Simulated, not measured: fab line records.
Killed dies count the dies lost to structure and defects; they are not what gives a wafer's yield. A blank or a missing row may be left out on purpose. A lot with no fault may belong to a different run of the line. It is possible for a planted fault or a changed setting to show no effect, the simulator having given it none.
Lot-split experiment :: flow n5_finfet :: on a route of 1938 steps: 7 lots, 21 wafers read

## SPLIT DETAILS
At N5_SDB_COAT_03 (time 60 s, resist thk 100 nm), the setting spin_rpm was moved away from the recipe's 1500 rpm on 11 of the 21 wafers read, by -9.1% to +5.9%. The other wafers ran this setting at the recipe's value.

## FROM THE SPLIT TO THE READING: what the file shows between them, 7 steps
- N5_SDB_COAT_04: time 60 s, resist thk 18 nm
- N5_SDB_COAT_05: resist thk 90 nm
- N5_SDB_DESCUM_16: chemistry O2, time 7.9 s
- N5_SDB_ETCH_17: etches SiARC in CF4, target depth 23.4 nm, time 39 s
- N5_SDB_ETCH_18: etches SOC in N2/H2, target depth 100 nm, overetch 20 nm, time 150 s
- N5_SDB_STRIP_19: strips in N2/H2
- N5_SDB_STRIP_21: strips in CF4

## THE READING
SOC_of_SDB_COAT_03.thk_nm (the simulator's own value, which no gauge read), in nm, at N5_SDB_HM_OPEN_20 (chemistry CH3F/O2, target SiNx, stops on poly-Si, target depth 24 nm). The file gives no usual value for it. Average 83.9 nm, standard deviation 0.54 nm, over the 10 wafers here run with the recipe.

wafer: L074.2
tool, chamber at the split: litho_track-02, 0
spin_rpm as run, rpm: 1589
against the recipe: +5.9%
SOC_of_SDB_COAT_03.thk_nm, nm: 79.8
against lot-mates on the recipe: -3.8

wafer: L074.3
tool, chamber at the split: litho_track-02, 0
spin_rpm as run, rpm: 1500
against the recipe: recipe
SOC_of_SDB_COAT_03.thk_nm, nm: 84
against lot-mates on the recipe: -

wafer: L074.6
tool, chamber at the split: litho_track-02, 0
spin_rpm as run, rpm: 1500
against the recipe: recipe
SOC_of_SDB_COAT_03.thk_nm, nm: 83.2
against lot-mates on the recipe: -

wafer: L076.1
tool, chamber at the split: litho_track-01, 0
spin_rpm as run, rpm: 1411
against the recipe: -5.9%
SOC_of_SDB_COAT_03.thk_nm, nm: 86.4
against lot-mates on the recipe: +3.0

wafer: L076.3
tool, chamber at the split: litho_track-01, 0
spin_rpm as run, rpm: 1500
against the recipe: recipe
SOC_of_SDB_COAT_03.thk_nm, nm: 83.4
against lot-mates on the recipe: -

wafer: L076.5
tool, chamber at the split: litho_track-01, 0
spin_rpm as run, rpm: 1411
against the recipe: -5.9%
SOC_of_SDB_COAT_03.thk_nm, nm: 86.8
against lot-mates on the recipe: +3.4

wafer: L077.1
tool, chamber at the split: litho_track-05, 0
spin_rpm as run, rpm: 1368
against the recipe: -8.8%
SOC_of_SDB_COAT_03.thk_nm, nm: 88.2
against lot-mates on the recipe: +5.0

wafer: L077.3
tool, chamber at the split: litho_track-05, 0
spin_rpm as run, rpm: 1500
against the recipe: recipe
SOC_of_SDB_COAT_03.thk_nm, nm: 83.2
against lot-mates on the recipe: -

wafer: L077.5
tool, chamber at the split: litho_track-05, 0
spin_rpm as run, rpm: 1368
against the recipe: -8.8%
SOC_of_SDB_COAT_03.thk_nm, nm: 87.8
against lot-mates on the recipe: +4.6

wafer: L087.3
tool, chamber at the split: litho_track-01, 0
spin_rpm as run, rpm: 1500
against the recipe: recipe
SOC_of_SDB_COAT_03.thk_nm, nm: 84.6
against lot-mates on the recipe: -

wafer: L087.4
tool, chamber at the split: litho_track-01, 0
spin_rpm as run, rpm: 1500
against the recipe: recipe
SOC_of_SDB_COAT_03.thk_nm, nm: 83.8
against lot-mates on the recipe: -

wafer: L087.6
tool, chamber at the split: litho_track-01, 0
spin_rpm as run, rpm: 1500
against the recipe: recipe
SOC_of_SDB_COAT_03.thk_nm, nm: 84
against lot-mates on the recipe: -

wafer: L089.2
tool, chamber at the split: litho_track-05, 0
spin_rpm as run, rpm: 1364
against the recipe: -9.1%
SOC_of_SDB_COAT_03.thk_nm, nm: 89.4
against lot-mates on the recipe: +4.6

wafer: L089.4
tool, chamber at the split: litho_track-05, 0
spin_rpm as run, rpm: 1364
against the recipe: -9.1%
SOC_of_SDB_COAT_03.thk_nm, nm: 89
against lot-mates on the recipe: +4.2

wafer: L089.6
tool, chamber at the split: litho_track-05, 0
spin_rpm as run, rpm: 1500
against the recipe: recipe
SOC_of_SDB_COAT_03.thk_nm, nm: 84.8
against lot-mates on the recipe: -

wafer: L090.2
tool, chamber at the split: litho_track-05, 0
spin_rpm as run, rpm: 1500
against the recipe: recipe
SOC_of_SDB_COAT_03.thk_nm, nm: 83.6
against lot-mates on the recipe: -

wafer: L090.4
tool, chamber at the split: litho_track-05, 0
spin_rpm as run, rpm: 1405
against the recipe: -6.3%
SOC_of_SDB_COAT_03.thk_nm, nm: 87.2
against lot-mates on the recipe: +3.6

wafer: L090.5
tool, chamber at the split: litho_track-05, 0
spin_rpm as run, rpm: 1405
against the recipe: -6.3%
SOC_of_SDB_COAT_03.thk_nm, nm: 87.8
against lot-mates on the recipe: +4.2

wafer: L091.1
tool, chamber at the split: litho_track-05, 0
spin_rpm as run, rpm: 1387
against the recipe: -7.5%
SOC_of_SDB_COAT_03.thk_nm, nm: 87.6
against lot-mates on the recipe: +3.2

wafer: L091.2
tool, chamber at the split: litho_track-05, 0
spin_rpm as run, rpm: 1500
against the recipe: recipe
SOC_of_SDB_COAT_03.thk_nm, nm: 84.4
against lot-mates on the recipe: -

wafer: L091.3
tool, chamber at the split: litho_track-05, 0
spin_rpm as run, rpm: 1387
against the recipe: -7.5%
SOC_of_SDB_COAT_03.thk_nm, nm: 88.6
against lot-mates on the recipe: +4.2

FIT RESULTS
A straight line over all 21 wafers: SOC_of_SDB_COAT_03.thk_nm changes by -0.554 nm for each +1% of spin_rpm; r = -0.98; the points scatter about the line by 0.57 nm.
The same after taking each lot's own level away (the mean of its wafers on the recipe; 21 wafers): -0.54 nm for each +1%; r = -0.99; scatter 0.4 nm.
That fit puts the effect of the largest move of spin_rpm on the reading at 4.9 nm.
From 83.20 to 84.80 nm: that is the span of the lots' own levels, equal to 3.0 times the standard deviation above.
Consequently the slope shifts little with the lot-to-lot level, the two slopes agreeing.
Check: for one of the wafers moved furthest among these (-9.1%), held out of the fit, the line's prediction against its lot-mates is +4.87 nm. It came out at +4.6 nm against them.

## FURTHER SPLITS ON THESE WAFERS
Note: prior to the reading, these wafers also went through further splits. Each is held against what the fit with the lots' levels taken away leaves over:
other split on the same wafers: N5_SDB_HM_DEP_00 time_s
wafers away from the commonest value: 7
r with SOC_of_SDB_COAT_03.thk_nm (lot level and that fit taken away): -0.03

## THE WHOLE CHAIN: every reading that the file lists as answering this split, in the file's order
step: N5_SDB_COAT_03
what it does: time 60 s, resist thk 100 nm
reading: SOC_of_SDB_COAT_03.thk_nm (the simulator's own value, which no gauge read)
change (the file's fit): -0.527 nm for each +1% of the setting
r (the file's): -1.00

step: N5_SDB_ETCH_18
what it does: etches SOC in N2/H2, target depth 100 nm, overetch 20 nm, time 150 s
reading: etch.depth_nm (the simulator's own value, which no gauge read)
change (the file's fit): -0.53 nm for each +1% of the setting
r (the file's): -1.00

step: N5_SDB_HM_OPEN_20
what it does: chemistry CH3F/O2, target SiNx, stops on poly-Si, target depth 24 nm
reading: SOC_of_SDB_COAT_03.thk_nm (the simulator's own value, which no gauge read)
change (the file's fit): -0.539 nm for each +1% of the setting
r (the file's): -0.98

step: N5_SDB_STRIP_22
what it does: strips in N2/H2
reading: strip_time_to_endpoint_s
change (the file's fit): withheld for each +1% of the setting
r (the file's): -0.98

## FILE'S OWN FIT
SOC_of_SDB_COAT_03.thk_nm changes by -0.539 nm for each +1% of spin_rpm, r = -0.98.
